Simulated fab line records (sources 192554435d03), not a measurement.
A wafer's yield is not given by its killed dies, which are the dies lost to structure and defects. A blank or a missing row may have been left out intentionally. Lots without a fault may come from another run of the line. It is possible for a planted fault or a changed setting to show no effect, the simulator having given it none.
Split-lot study || flow n5Finfet || on a route of 1938 steps: 7 lots, 21 wafers read

ABOUT THE SPLIT
At N5_BEOL_M3_PECVD_72 (deposits SiO2 from TEOS/O2, target thk 16 nm, time 18 s), the setting timeS was moved away from the recipe's 18 s on 5 of the 21 wafers read, by -13.6% to +11.7%. This setting was run at the recipe's value on the other wafers.

The reading comes from the split's own step.

THE READING
SiO2_of_BEOL_M3_PECVD_72.thkNm (the simulator's own value, which no gauge read), in nm, at N5_BEOL_M3_PECVD_72 (deposits SiO2 from TEOS/O2, target thk 16 nm, time 18 s). No usual value for it is given in the file. Here, 16 wafers ran the recipe; their average is 15.8 nm with a standard deviation of 0.31 nm.

{"wafer": "L074.2", "tool, chamber at the split": "pecvd-04, 2", "timeS as run, s": 18, "against the recipe": "recipe", "SiO2_of_BEOL_M3_PECVD_72.thkNm, nm": 15.8, "against lot-mates on the recipe": "-"}
{"wafer": "L074.3", "tool, chamber at the split": "pecvd-04, 0", "timeS as run, s": 18, "against the recipe": "recipe", "SiO2_of_BEOL_M3_PECVD_72.thkNm, nm": 15.6, "against lot-mates on the recipe": "-"}
{"wafer": "L074.5", "tool, chamber at the split": "pecvd-04, 1", "timeS as run, s": 18, "against the recipe": "recipe", "SiO2_of_BEOL_M3_PECVD_72.thkNm, nm": 16, "against lot-mates on the recipe": "-"}
{"wafer": "L078.2", "tool, chamber at the split": "pecvd-04, 1", "timeS as run, s": 18, "against the recipe": "recipe", "SiO2_of_BEOL_M3_PECVD_72.thkNm, nm": 16, "against lot-mates on the recipe": "-"}
{"wafer": "L078.5", "tool, chamber at the split": "pecvd-04, 1", "timeS as run, s": 18, "against the recipe": "recipe", "SiO2_of_BEOL_M3_PECVD_72.thkNm, nm": 16, "against lot-mates on the recipe": "-"}
{"wafer": "L078.4", "tool, chamber at the split": "pecvd-04, 2", "timeS as run, s": 18, "against the recipe": "recipe", "SiO2_of_BEOL_M3_PECVD_72.thkNm, nm": 16.2, "against lot-mates on the recipe": "-"}
{"wafer": "L082.1", "tool, chamber at the split": "pecvd-04, 0", "timeS as run, s": 18, "against the recipe": "recipe", "SiO2_of_BEOL_M3_PECVD_72.thkNm, nm": 15.2, "against lot-mates on the recipe": "-"}
{"wafer": "L082.3", "tool, chamber at the split": "pecvd-04, 2,0", "timeS as run, s": 18, "against the recipe": "recipe", "SiO2_of_BEOL_M3_PECVD_72.thkNm, nm": 15.8, "against lot-mates on the recipe": "-"}
{"wafer": "L082.5", "tool, chamber at the split": "pecvd-04, 2,0", "timeS as run, s": 18, "against the recipe": "recipe", "SiO2_of_BEOL_M3_PECVD_72.thkNm, nm": 15.8, "against lot-mates on the recipe": "-"}
{"wafer": "L088.3", "tool, chamber at the split": "pecvd-01, 2", "timeS as run, s": 15.56, "against the recipe": "-13.6%", "SiO2_of_BEOL_M3_PECVD_72.thkNm, nm": 14, "against lot-mates on the recipe": -2.4}
{"wafer": "L088.6", "tool, chamber at the split": "pecvd-01, 2", "timeS as run, s": 15.56, "against the recipe": "-13.6%", "SiO2_of_BEOL_M3_PECVD_72.thkNm, nm": 14, "against lot-mates on the recipe": -2.4}
{"wafer": "L088.4", "tool, chamber at the split": "pecvd-01, 1", "timeS as run, s": 18, "against the recipe": "recipe", "SiO2_of_BEOL_M3_PECVD_72.thkNm, nm": 16.4, "against lot-mates on the recipe": "-"}
{"wafer": "L094.1", "tool, chamber at the split": "pecvd-03, 1", "timeS as run, s": 20.11, "against the recipe": "+11.7%", "SiO2_of_BEOL_M3_PECVD_72.thkNm, nm": 17.8, "against lot-mates on the recipe": "+2.0"}
{"wafer": "L094.5", "tool, chamber at the split": "pecvd-03, 1", "timeS as run, s": 20.11, "against the recipe": "+11.7%", "SiO2_of_BEOL_M3_PECVD_72.thkNm, nm": 18, "against lot-mates on the recipe": "+2.2"}
{"wafer": "L094.6", "tool, chamber at the split": "pecvd-03, 2", "timeS as run, s": 18, "against the recipe": "recipe", "SiO2_of_BEOL_M3_PECVD_72.thkNm, nm": 15.8, "against lot-mates on the recipe": "-"}
{"wafer": "L095.1", "tool, chamber at the split": "pecvd-04, 0", "timeS as run, s": 18, "against the recipe": "recipe", "SiO2_of_BEOL_M3_PECVD_72.thkNm, nm": 15.2, "against lot-mates on the recipe": "-"}
{"wafer": "L095.2", "tool, chamber at the split": "pecvd-04, 1", "timeS as run, s": 16.58, "against the recipe": "-7.9%", "SiO2_of_BEOL_M3_PECVD_72.thkNm, nm": 14.6, "against lot-mates on the recipe": -0.8}
{"wafer": "L095.4", "tool, chamber at the split": "pecvd-04, 0", "timeS as run, s": 18, "against the recipe": "recipe", "SiO2_of_BEOL_M3_PECVD_72.thkNm, nm": 15.6, "against lot-mates on the recipe": "-"}
{"wafer": "L096.4", "tool, chamber at the split": "pecvd-03, 0,1", "timeS as run, s": 18, "against the recipe": "recipe", "SiO2_of_BEOL_M3_PECVD_72.thkNm, nm": 16, "against lot-mates on the recipe": "-"}
{"wafer": "L096.5", "tool, chamber at the split": "pecvd-03, 0,1", "timeS as run, s": 18, "against the recipe": "recipe", "SiO2_of_BEOL_M3_PECVD_72.thkNm, nm": 16, "against lot-mates on the recipe": "-"}
{"wafer": "L096.6", "tool, chamber at the split": "pecvd-03, 2", "timeS as run, s": 18, "against the recipe": "recipe", "SiO2_of_BEOL_M3_PECVD_72.thkNm, nm": 15.8, "against lot-mates on the recipe": "-"}
When a row names more than one chamber, that row covers several wafers, and the file does not tell which wafer ran in which chamber.

FIT RESULTS
A straight line over all 21 wafers: SiO2_of_BEOL_M3_PECVD_72.thkNm changes by +0.154 nm for each +1% of timeS; r = +0.95; the points scatter about the line by 0.3 nm.
The same after taking each lot's own level away (the mean of its wafers on the recipe; 21 wafers): +0.172 nm for each +1%; r = +0.98; scatter 0.2 nm.
On that fit, the largest move of timeS shifts the reading by 2.3 nm.
The lots' own levels span 15.40 to 16.40 nm, that is 3.3 times the standard deviation above.
So the lot-to-lot level changes the slope: the two fits differ.
Check: for one of the wafers moved furthest among these (-13.6%), held out of the fit, the line's prediction against its lot-mates is -2.26 nm. It came out at -2.4 nm against them.

OTHER SPLITS ON THESE WAFERS
These wafers also went through other splits before the reading. Each is held against what the fit with the lots' levels taken away leaves over:
{"other split on the same wafers": "N5_BEOL_M0_SAQP_COAT_34 spinRpm", "wafers away from the commonest value": 4, "r with SiO2_of_BEOL_M3_PECVD_72.thkNm (lot level and that fit taken away)": -0.24}
{"other split on the same wafers": "N5_BEOL_M1_ILD_DEP_00 timeS", "wafers away from the commonest value": 5, "r with SiO2_of_BEOL_M3_PECVD_72.thkNm (lot level and that fit taken away)": -0.04}
{"other split on the same wafers": "N5_BEOL_M1_COAT_61 spinRpm", "wafers away from the commonest value": 7, "r with SiO2_of_BEOL_M3_PECVD_72.thkNm (lot level and that fit taken away)": "+0.16"}
{"other split on the same wafers": "N5_BEOL_M2_ILD_DEP_00 timeS", "wafers away from the commonest value": 7, "r with SiO2_of_BEOL_M3_PECVD_72.thkNm (lot level and that fit taken away)": "+0.26"}
{"other split on the same wafers": "N5_BEOL_M3_ILD_DEP_00 timeS", "wafers away from the commonest value": 11, "r with SiO2_of_BEOL_M3_PECVD_72.thkNm (lot level and that fit taken away)": -0.15}

THE FILE'S OWN FIT
SiO2_of_BEOL_M3_PECVD_72.thkNm changes by +0.166 nm for each +1% of timeS, r = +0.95.
